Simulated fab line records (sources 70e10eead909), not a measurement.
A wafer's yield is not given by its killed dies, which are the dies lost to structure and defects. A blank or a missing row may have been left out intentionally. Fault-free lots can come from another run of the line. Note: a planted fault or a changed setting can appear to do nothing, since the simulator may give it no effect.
fab line records	flow nandHarc
[record] lots = 13	wafers = 39	lastDay = 25
route steps=1159 shown P_ZERO_WELL@41 P_STI@91 P_GATE@148
lots that met no fault: from a run of the same line without faults
startH: hours from the record's opening day to when the first of the lot's shown wafers began	waitH: hours elapsed since this lot's preceding step	" the same as in the row above	L1.1+2: one row covering several wafers at once	- either no value or no given start	* or withheld: withheld	< > ~ a bound
route shown NAME@n: a module of which the file shows steps, and the number in the route of the first	usual: mean and standard deviation over wafers with no fault	same: alike in all rows	chamber/n: place in a boat	sites: per-site readings	_std_site: how widely they spread, as a standard deviation	_edge_site: the outer-site mean with the inner-site mean subtracted	radiusMm: how far each site lies from the wafer's centre	mask NAME#n: copy n	behind: the most recent tool/chamber to have shaped the wafer	hold: why the lot went on hold/how many hours it stayed there/how the hold came to an end	device: the n, p or np transistor that did not switch	end of line: tests run on the same wafers once the route is complete	where a step has no rows: the recipe by itself	killed: at the first sort, the dies lost to defects and structure; wafer yield is something else	map: a wafer's dies, marking killed ones x, the rest . and places with no die _
set.NAME: the setting as run; set.NAME@STEP: as run at that earlier step	model.NAME: the simulator's own value behind a step, which no gauge read
steps of the route over a sample of lots; a table a step, a row a wafer
services: the hour from which a tool's chamber was out of use, counted from the record's first day as startH (under 0 if before that day), plus the number of hours and why
[[steps]]
[step NHARC_P_ZERO_WELL_EXPOSE_34]
[recipe] na = 0.6	targetCdNm = 720	doseMj = 22.31	maskId = P_PWELL
[usual] focusOffsetNm = 0.0/0.56	stageVelMmS = 500.06/0.25
lot.wafer	tool	chamber	startH	waitH	mask	focusOffsetNm	stageVelMmS
L126.2	krfScanner-01	0	15.97	-	P_PWELL#0	-0.6	500.01
L126.3	"	0	"	"	P_PWELL#0	-0.3	500.02
L126.4	"	0	"	"	P_PWELL#0	-0.3	499.95
L127.2	krfScanner-04	0	21.97	-	P_PWELL#0	0.1	500.42
L127.5	"	0	"	"	P_PWELL#0	0.5	500.01
L127.6	"	0	"	"	P_PWELL#0	0.3	500.35
L128.2	krfScanner-03	0	28.08	-	P_PWELL#0	0.4	500.31
L128.3	"	0	"	"	P_PWELL#0	-0.3	500.28
L128.5	"	0	"	"	P_PWELL#0	0.5	499.94
L130.2	krfScanner-03	0	39.86	-	P_PWELL#0	1.3	500.07
L130.3	"	0	"	"	P_PWELL#0	0.2	500.06
L130.4	"	0	"	"	P_PWELL#0	0.5	500.15
L131.1	krfScanner-03	0	45.85	-	P_PWELL#0	-0.1	500.43
L131.3	"	0	"	"	P_PWELL#0	-0.1	500.59
L131.5	"	0	"	"	P_PWELL#0	-0.5	500.26
L133.1	krfScanner-04	0	57.95	-	P_PWELL#0	0.1	499.84
L133.3	"	0	"	"	P_PWELL#0	-0.3	499.92
L133.5	"	0	"	"	P_PWELL#0	0.4	499.89
L134.1	krfScanner-04	0	63.92	-	P_NWELL#0	-1.0	499.85
L134.4	"	0	"	"	P_NWELL#0	0.0	499.85
L134.5	"	0	"	"	P_NWELL#0	0.9	499.69
L135.1	krfScanner-01	0	70.43	-	P_PWELL#0	0.1	500.33
L135.5	"	0	"	"	P_PWELL#0	0.1	500.04
L135.6	"	0	"	"	P_PWELL#0	0.8	500.28
L144.3	krfScanner-04	0	123.97	-	P_PWELL#0	-0.8	500.20
L144.5	"	0	"	"	P_PWELL#0	-0.3	500.42
L144.6	"	0	"	"	P_PWELL#0	-0.8	500.22
L146.1	krfScanner-01	0	136.03	-	P_PWELL#0	-0.7	500.31
L146.2	"	0	"	"	P_PWELL#0	0.5	500.45
L146.3	"	0	"	"	P_PWELL#0	-0.9	500.40
L147.2	krfScanner-03	0	142.15	-	P_PWELL#0	-0.4	500.01
L147.3	"	0	"	"	P_PWELL#0	-0.1	499.53
L147.6	"	0	"	"	P_PWELL#0	0.1	499.63
L148.1	krfScanner-01	0	148.11	-	P_PWELL#0	-0.8	499.83
L148.2	"	0	"	"	P_PWELL#0	-1.4	499.43
L148.3	"	0	"	"	P_PWELL#0	-0.8	499.74
L149.2	krfScanner-03	0	154.09	-	P_PWELL#0	-0.2	499.64
L149.3	"	0	"	"	P_PWELL#0	0.1	500.21
L149.6	"	0	"	"	P_PWELL#0	0.3	500.33
[step NHARC_P_ZERO_WELL_CD_MEAS_37]
[recipe] targetCdNm = 720	landingEnergyEv = 500
[usual] cdNm = 720.0/1.3
lot.wafer	tool	chamber	startH	waitH	cdNm
L126.2	cdSem-01	0	16.13	-	721.4
L126.3	"	0	"	"	721.4
L126.4	"	0	"	"	723.4
L127.2	cdSem-02	0	22.14	-	721.1
L127.5	"	0	"	"	720.0
L127.6	"	0	"	"	721.7
L128.2	cdSem-02	0	28.24	-	717.8
L128.3	"	0	"	"	719.7
L128.5	"	0	"	"	717.6
L130.2	cdSem-01	0	40.01	-	718.8
L130.3	"	0	"	"	718.7
L130.4	"	0	"	"	718.4
L131.1	cdSem-01	0	46.00	-	720.6
L131.3	"	0	"	"	718.8
L131.5	"	0	"	"	719.9
L133.1	cdSem-03	0	58.11	-	718.9
L133.3	"	0	"	"	719.9
L133.5	"	0	"	"	719.0
L134.1	cdSem-02	0	64.08	-	-
L134.4	"	0	"	"	-
L134.5	"	0	"	"	-
L135.1	cdSem-02	0	70.59	-	719.8
L135.5	"	0	"	"	719.6
L135.6	"	0	"	"	721.8
L144.3	cdSem-01	0	124.12	-	719.3
L144.5	"	0	"	"	719.0
L144.6	"	0	"	"	718.1
L146.1	cdSem-02	0	136.19	-	719.5
L146.2	"	0	"	"	719.4
L146.3	"	0	"	"	719.5
L147.2	cdSem-01	0	142.31	-	718.0
L147.3	"	0	"	"	718.7
L147.6	"	0	"	"	718.5
L148.1	cdSem-02	0	148.27	-	721.2
L148.2	"	0	"	"	721.7
L148.3	"	0	"	"	721.1
L149.2	cdSem-03	0	154.25	-	723.1
L149.3	"	0	"	"	722.1
L149.6	"	0	"	"	722.6
[step NHARC_P_STI_CD_MEAS_16]
[usual] cdNm = 199.7/1.9
lot.wafer	tool	chamber	startH	waitH	cdNm
L127.2	cdSem-03	-	40.58	-	201.1
L127.5	"	-	"	"	199.5
L127.6	"	-	"	"	200.2
L126.2	cdSem-01	-	40.70	-	198.3
L126.3	"	-	"	"	199.6
L126.4	"	-	"	"	198.4
L128.2	cdSem-01	-	49.83	-	199.1
L128.3	"	-	"	"	198.7
L128.5	"	-	"	"	197.1
L130.2	cdSem-01	-	61.20	-	195.4
L130.3	"	-	"	"	199.1
L130.4	"	-	"	"	200.1
L131.1	cdSem-01	-	66.85	-	202.0
L131.3	"	-	"	"	201.9
L131.5	"	-	"	"	197.9
L133.1	cdSem-02	-	80.25	-	204.2
L133.3	"	-	"	"	200.7
L133.5	"	-	"	"	202.5
L135.1	cdSem-01	-	94.73	-	201.3
L135.5	"	-	"	"	200.8
L135.6	"	-	"	"	203.0
L144.3	cdSem-01	-	140.79	-	200.6
L144.5	"	-	"	"	201.3
L144.6	"	-	"	"	203.4
L146.1	cdSem-01	-	156.98	-	200.1
L146.2	"	-	"	"	198.1
L146.3	"	-	"	"	202.9
L147.2	cdSem-01	-	163.45	-	199.8
L147.3	"	-	"	"	199.2
L147.6	"	-	"	"	198.5
L148.1	cdSem-03	-	167.85	-	197.6
L148.2	"	-	"	"	196.7
L148.3	"	-	"	"	199.5
L149.2	cdSem-02	-	173.92	-	200.2
L149.3	"	-	"	"	201.0
L149.6	"	-	"	"	198.0
[step NHARC_P_GATE_ETCH_114]
[recipe] targetDepthA = 300	overetchA = 30	timeS = 16.5	ionEnergyEv = 100	cf4FlowSccm = 80	o2FlowSccm = 20	arFlowSccm = 0	rfW = 300	biasW = 100	chemistry = CF4/O2
[usual] cf4FlowSccm = 79.96/0.23	drypumpMotorCurrentA = 5.96/0.22	oesProductAu = 0.999/0.0072	rfVppV = 197.7/1.4	showerheadPlenumPTorr = 1.33/0.057	throttleValvePct = 13.398/0.0089
lot.wafer	tool	chamber	startH	waitH	cf4FlowSccm	drypumpMotorCurrentA	oesProductAu	rfHoursCounterH	rfVppV	showerheadPlenumPTorr	throttleValvePct
L127.2	rieDiel-02	2	-	-	80.07	6.05	1.005	17	196.6	1.30	13.391
L127.5	"	1	"	"	79.86	6.23	1.005	-	200.1	1.42	13.403
L127.6	"	2	"	"	80.21	6.03	1.002	-	196.8	1.30	13.388
L126.3	rieDiel-01	2	-	-	79.77	5.70	1.006	49	197.1	1.27	13.407
L126.4	"	3	"	"	79.93	5.58	0.995	49	197.2	1.24	13.403
L126.2	"	1	"	"	79.86	6.08	0.999	51	199.0	1.41	13.399
L128.3	rieDiel-12	0	-	-	80.38	6.13	1.007	24	197.9	1.35	13.399
L128.2	"	2	"	"	79.76	5.57	1.004	28	197.6	1.34	13.385
L128.5	"	0	"	"	79.98	6.13	1.002	-	197.2	1.35	13.414
L130.3	rieDiel-02	3	-	-	80.14	5.95	1.010	24	197.0	1.30	13.393
L130.2	"	1	"	"	79.94	6.24	1.006	27	199.8	1.42	13.399
L130.4	"	1	"	"	80.16	6.23	1.002	-	199.6	1.42	13.383
L131.3	rieDiel-02	2	-	-	79.82	6.05	0.999	23	197.0	1.30	13.408
L131.1	"	3	"	"	80.23	6.02	0.995	24	197.6	1.30	13.397
L131.5	"	2	"	"	79.56	6.06	0.997	-	195.9	1.30	13.398
L133.1	rieDiel-01	2	-	-	79.69	5.69	0.983	62	197.9	1.27	13.401
L133.3	"	3	"	"	79.89	5.59	0.996	65	195.6	1.24	13.411
L133.5	"	2	"	"	80.10	5.68	1.000	-	195.0	1.27	13.391
L135.1	rieDiel-02	1	-	-	79.94	6.21	1.009	34	199.9	1.42	13.409
L135.6	"	3	"	"	80.39	5.97	1.007	-	197.0	1.29	13.401
L135.5	"	0	"	"	79.87	6.03	0.991	-	198.0	1.32	13.399
L144.3	rieDiel-12	0	-	-	79.88	6.12	0.991	56	198.8	1.35	13.390
L144.6	"	2	"	"	80.21	5.58	0.999	-	198.3	1.33	13.397
L144.5	"	3	"	"	79.83	6.19	1.002	-	199.7	1.40	13.407
L146.1	rieDiel-02	2	-	-	80.30	6.02	0.998	8	197.2	1.30	13.397
L146.3	"	3	"	"	79.82	6.00	0.983	8	196.5	1.29	13.396
L146.2	"	0	"	"	80.11	6.00	1.001	8	197.4	1.32	13.393
L147.3	rieDiel-12	3	-	-	79.82	6.21	1.001	1	199.4	1.40	13.398
L147.2	"	0	"	"	79.68	6.13	0.996	1	197.6	1.35	13.397
L147.6	"	2	"	"	80.19	5.57	0.991	-	197.9	1.33	13.416
L148.1	rieDiel-01	0	-	-	80.23	5.66	1.009	24	196.5	1.26	13.396
L148.3	"	1	"	"	79.78	6.12	0.997	27	198.5	1.40	13.385
L148.2	"	2	"	"	79.80	5.72	0.999	26	196.0	1.26	13.380
L149.3	rieDiel-12	1	-	-	79.95	5.78	0.997	3	195.3	1.26	13.394
L149.2	"	2	"	"	80.19	5.53	0.991	2	197.6	1.33	13.388
L149.6	"	1	"	"	80.02	5.77	1.005	-	194.8	1.26	13.394
[step NHARC_P_GATE_DESCUM_61]
[recipe] timeS = 3	o2FlowSccm = 200	arFlowSccm = 0	biasPowerW = 0	chemistry = O2
[usual] drypumpMotorCurrentA = 5.93/0.23	oesProductAu = 0.999/0.0076	rfVppV = 57.6/0.93	showerheadPlenumPTorr = 1.90/0.087	throttleValvePct = 11.310/0.01
lot.wafer	tool	chamber	startH	waitH	drypumpMotorCurrentA	oesProductAu	rfHoursCounterH	rfVppV	showerheadPlenumPTorr	throttleValvePct
L127.2	rieDiel-02	3	112.33	-	6.02	0.997	24	56.5	1.86	11.314
L127.6	"	3	"	"	6.01	0.995	-	57.0	1.86	11.310
L127.5	"	1	"	"	6.23	1.008	-	57.1	2.03	11.297
L126.4	rieDiel-12	3	112.71	-	6.20	1.005	22	57.6	2.02	11.320
L126.2	"	0	"	"	6.11	0.999	28	57.8	1.94	11.315
L126.3	"	1	"	"	5.78	0.997	33	57.1	1.82	11.331
L128.3	rieDiel-01	3	118.75	-	5.58	0.991	61	56.0	1.77	11.308
L128.2	"	0	"	"	5.69	0.990	63	57.3	1.81	11.299
L128.5	"	1	"	"	6.12	0.997	-	59.1	2.01	11.307
L130.2	rieDiel-12	1	126.00	-	5.80	0.992	35	57.7	1.82	11.316
L130.4	"	3	"	"	6.18	0.998	25	57.7	2.02	11.284
L130.3	"	0	"	"	6.10	1.003	31	58.3	1.94	11.306
L131.3	rieDiel-01	3	126.54	-	5.54	0.995	63	57.5	1.77	11.308
L131.1	"	0	"	"	5.72	1.001	65	57.1	1.81	11.310
L131.5	"	0	"	"	5.70	0.997	-	56.7	1.81	11.314
L133.1	rieDiel-02	2	145.03	-	6.09	1.000	30	58.0	1.86	11.311
L133.3	"	0	"	"	6.01	0.997	22	57.6	1.89	11.307
L133.5	"	2	"	"	6.11	1.006	-	57.9	1.86	11.316
L135.1	rieDiel-12	0	159.56	-	6.08	1.008	43	58.0	1.93	11.307
L135.5	"	2	"	"	5.58	0.995	-	57.5	1.91	11.306
L135.6	"	3	"	"	6.19	1.003	-	59.0	2.02	11.291
L144.3	rieDiel-02	1	213.89	-	6.22	1.003	8	58.4	2.03	11.314
L144.5	"	3	"	"	5.97	0.987	-	57.6	1.85	11.307
L144.6	"	0	"	"	6.03	0.999	-	58.5	1.89	11.322
L146.3	rieDiel-12	0	223.41	-	6.12	1.002	3	56.4	1.93	11.321
L146.2	"	2	"	"	5.59	0.993	2	58.5	1.90	11.315
L146.1	"	3	"	"	6.18	0.998	2	58.4	2.01	11.316
L147.2	rieDiel-02	2	230.29	-	6.08	0.994	11	56.8	1.86	11.296
L147.3	"	3	"	"	5.98	0.982	12	56.5	1.85	11.296
L147.6	"	3	"	"	5.99	0.974	-	57.3	1.85	11.323
L148.2	rieDiel-02	1	230.57	-	6.23	0.992	11	58.8	2.03	11.324
L148.1	"	2	"	"	6.02	0.990	11	57.5	1.86	11.298
L148.3	"	0	"	"	6.02	0.988	12	58.5	1.89	11.297
L149.3	rieDiel-12	0	236.52	-	6.12	0.998	9	59.0	1.93	11.333
L149.2	"	2	"	"	5.56	0.995	9	57.8	1.90	11.316
L149.6	"	0	"	"	6.10	1.005	-	58.6	1.93	11.305
[[services]]
tool	chamber	startH	hours	kind
krfScanner-03	-	-4.00	4.0	pm
rieDiel-02	2	-2.37	21.0	repair
krfScanner-01	-	-2.31	0.3	repair
krfScanner-04	-	9.36	0.8	repair
krfScanner-01	-	10.03	0.4	repair
rieDiel-01	1	10.28	2.5	repair
rieDiel-12	-	25.40	9.0	pm
rieDiel-02	-	35.86	0.4	repair
rieDiel-12	0	40.42	6.8	repair
krfScanner-03	-	56.02	0.6	repair
rieDiel-12	3	77.39	19.3	repair
krfScanner-04	-	84.62	4.0	pm
krfScanner-01	-	85.39	4.0	pm
rieDiel-02	0	87.14	44.0	repair
rieDiel-01	2	113.03	9.2	repair
rieDiel-02	1	118.07	3.5	repair
krfScanner-03	-	131.76	2.0	repair
rieDiel-01	-	137.80	9.0	pm
rieDiel-02	-	150.70	9.0	pm
krfScanner-03	-	168.00	4.0	pm
krfScanner-03	-	182.77	2.1	repair
rieDiel-12	-	202.40	9.0	pm
krfScanner-03	-	229.71	0.4	repair
krfScanner-03	-	233.52	6.4	repair
[[key]]
[firstSign] step = NHARC_P_ZERO_WELL_EXPOSE_34	reading = mask	direction = changed
[effect] step = NHARC_P_ZERO_WELL_CD_MEAS_37	reading = cdNm	direction = missing
metAt NHARC_P_ZERO_WELL_EXPOSE_34
struckLots L134
laterRowsLeftOut L134.1,L134.4,L134.5
sortLeftOut L134.1,L134.4,L134.5
testerLeftOut L134
notActingAt NHARC_P_STI_CD_MEAS_16,NHARC_P_GATE_ETCH_114,NHARC_P_GATE_DESCUM_61
onsetBetween 57.95 63.92
[fault] kind = wrongMask	tool = any	chamber = -	onsetH = 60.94	steps = NHARC_P_ZERO_WELL_EXPOSE_34	auxCopy = P_NWELL#0	scope = struckLotsOnly
// testerLeftOut: of these lots the tester's yield and bins aren't shown, on N5 and GAA mostly nor the transistor test; their killed dies are dies lost to structure and defects alone, not to doping, threshold or leakage, so they don't give the yield
// sortLeftOut: the simulated sort isn't trusted on such a fault, so these wafers' sort isn't shown, and their yield isn't known
// laterRowsLeftOut: the simulator's readings of these wafers behind a module that went badly wrong aren't trusted and aren't shown, but for the sort
